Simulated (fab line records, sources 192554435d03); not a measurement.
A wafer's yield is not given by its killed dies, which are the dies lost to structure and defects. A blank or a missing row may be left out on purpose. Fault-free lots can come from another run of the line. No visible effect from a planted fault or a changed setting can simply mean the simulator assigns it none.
Comparing a struck lot with a sound one + flow n5 finfet + 15 out of 1938 route steps
Sound: these wafers, L563.3, L563.4, L563.5. Struck: wafer L569.3; the same lot's L569.2 was not struck, so it is left out; see the end for the cause.
Per side, at each step with rows, come the tool, then ch with its chambers, and then its first start. Under that, the readings that differ: sound wafers + struck wafers + difference of the means + sigmas: that difference in standard deviations of wafers without a fault.
alike: a reading whose means differ by less than 2 such deviations, as well as words and numbers matching on both sides. not compared: withheld readings; readings where some wafer has no value; bounds like >300 that might hide an equal value; numbers whose values overlap and for which the record gives no deviation.
A row with sigmas, a row that says differs or no value, or rows on one side alone: a step with any of these is where the two part. When numbers do not overlap yet have no deviation, they are printed without sigmas and do not part them. A reading that every wafer of one side lacks parts them only if that side has two wafers or more.

N5_BEOL_M10_HM_DEP_02: deposits TiN, target thk 20 nm.
  sound on pvd sputter-02 at day 13 16:19; struck on pvd sputter-01 at day 15 21:43
  alike: chamber pressure pa, throttle valve pct
then, 8 steps without rows for these wafers: N5_BEOL_M10_COAT_59 (time 60 s, resist thk 100 nm); N5_BEOL_M10_COAT_60 (time 60 s, resist thk 30 nm); N5_BEOL_M10_COAT_05 (resist thk 90 nm); N5_BEOL_M10_EBR_07; N5_BEOL_M10_SOFTBAKE_06 (time 60 s); N5_BEOL_M10_EXPOSE_08 (exposes mask M10); N5_BEOL_M10_PEB_09 (peb time 60 s); N5_BEOL_M10_DEVELOP_10 (develop time 30 s).
N5_BEOL_M10_CD_MEAS_11 targets a cd of 64.1 nm.
  sound on cd sem-02 ch 0, day 13 16:48; struck on cd sem-03 ch 0, day 15 22:13
  alike: cd nm
N5_BEOL_M10_OVL_MEAS_12:
  sound on overlay-01 ch 0, day 13 16:50; struck on overlay-01 ch 0, day 15 22:14
  alike: M10_OVL
N5_BEOL_M10_INSPECT_13: inspects for defects (brightfield).
  sound on defect inspect-02 at day 13 16:52; struck on defect inspect-01 at day 15 22:16
  alike: raw defect count
N5_BEOL_M10_DESCUM_16: chemistry O2, time 7.9 s.
  sound on rie diel-02 ch 0,1,3, day 13 16:53; struck on rie diel-03 ch 3, day 15 22:26
| reading                                       | sound          | struck | difference | sigmas |
|-----------------------------------------------|----------------|--------|------------|--------|
| model.CAR-ArF_of_BEOL_M10_COAT_05.thk nm (nm) | 83.4 83.4 83.8 | 82.6   | -0.9       |        |
  alike: drypump motor current A, oes product au, rf vpp V, showerhead plenum p Torr, temp c, throttle valve pct
  not compared: rf hours counter h
N5_BEOL_M10_ETCH_61: etches SiARC in CF4, target depth 39 nm, time 65 s.
  sound on rie diel-02 ch 0,1,3, day 13 16:55; struck on rie diel-03 ch 3, day 15 22:28
| reading                                       | sound             | struck | difference | sigmas |
|-----------------------------------------------|-------------------|--------|------------|--------|
| rf vpp V (V)                                  | 182.4 182.7 184.8 | 186.7  | +3.4       | +3     |
| model.CAR-ArF_of_BEOL_M10_COAT_05.thk nm (nm) | 55.8 55.4 55.8    | 54.6   | -1.1       |        |
  alike: drypump motor current A, etch rf on time s, oes product au, showerhead plenum p Torr, throttle valve pct
  not compared: rf hours counter h
N5_BEOL_M10_ETCH_62: etches SOC in N2/H2, target depth 110 nm, overetch 22 nm, time 165 s.
  sound on rie diel-02 ch 0,1,3, day 13 16:58; struck on rie diel-03 ch 3, day 15 22:31
| reading    | sound             | struck | difference | sigmas |
|------------|-------------------|--------|------------|--------|
| temp c (C) | 39.93 39.89 39.89 | 40.21  | +0.31      | +3     |
  alike: drypump motor current A, oes product au, rf vpp V, showerhead plenum p Torr, throttle valve pct
  not compared: rf hours counter h

## WHERE THEY PART
First at N5_BEOL_M10_ETCH_61; last, within this record, at N5_BEOL_M10_ETCH_62.

WHY: whatever the simulator had introduced
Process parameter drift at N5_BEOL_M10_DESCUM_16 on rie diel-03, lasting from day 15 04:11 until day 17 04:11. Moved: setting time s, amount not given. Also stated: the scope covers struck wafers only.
